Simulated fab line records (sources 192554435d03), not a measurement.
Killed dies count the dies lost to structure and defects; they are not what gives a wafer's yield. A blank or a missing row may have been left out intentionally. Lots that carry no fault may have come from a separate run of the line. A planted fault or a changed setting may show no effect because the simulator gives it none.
2 desks, one fault / flow n5_finfet / every desk sees just its own numbers, and what lay behind them comes last

== AT THE METROLOGY DESK ==
What the gauges read for every lot (on any tool): the sampled wafers with a number, averaged. If a lot's mean is further than 4 standard deviations from the usual mean, the lot is out of limits and carries the mark OUT (the distance appears in the brackets).
Columns: A = cd_nm at N5_BEOL_M15_CD_MEAS_28, usual 408.0 nm
lot=L270; first seen here=day 10 12:07; A=406.4
lot=L273; first seen here=day 11 10:57; A=408.3
lot=L274; first seen here=day 12 05:04; A=409.4
lot=L276; first seen here=day 12 22:14; A=407.1
lot=L278; first seen here=day 14 03:24; A=408.6
lot=L279; first seen here=day 14 05:18; A=407.0
lot=L280; first seen here=day 14 06:41; A=411.1
lot=L281; first seen here=day 14 09:51; A=407.8
lot=L284; first seen here=day 15 05:13; A=410.2
lot=L286; first seen here=day 15 23:34; A=408.4
lot=L290; first seen here=day 16 14:26; A=409.5
This desk found nothing out of limits on any of the 11 lots.

== THE TOOL OWNER'S DESK: pvd_sputter-03 ==
The tool's own readings at N5_BEOL_M15_SPUTTER_44 (material Ta, target thk 15 nm, time 24.19 s): means of the sampled wafers that have a number, for each lot that ran on this tool. If a lot's mean is further than 4 standard deviations from the usual mean, the lot is out of limits and carries the mark OUT (the distance appears in the brackets).
Columns: A = throttle_valve_pct at N5_BEOL_M15_SPUTTER_44, usual 29.7 %
lot=L270; first seen here=day 10 13:47; A=30.9
lot=L274; first seen here=day 12 06:43; A=29.7
lot=L278; first seen here=day 14 07:08; A=29.0
lot=L279; first seen here=day 14 09:30; A=29.1
lot=L280; first seen here=day 14 10:11; A=30.1
lot=L281; first seen here=day 14 15:05; A=30.2
lot=L284; first seen here=day 15 09:31; A=29.5
This desk found nothing out of limits on any of the 7 lots.

== TAKEN TOGETHER ==
The metrology desk saw nothing out of limits.
The tool owner's desk saw nothing out of limits.

== WHAT HAD BEEN PUT IN BY THE SIMULATOR ==
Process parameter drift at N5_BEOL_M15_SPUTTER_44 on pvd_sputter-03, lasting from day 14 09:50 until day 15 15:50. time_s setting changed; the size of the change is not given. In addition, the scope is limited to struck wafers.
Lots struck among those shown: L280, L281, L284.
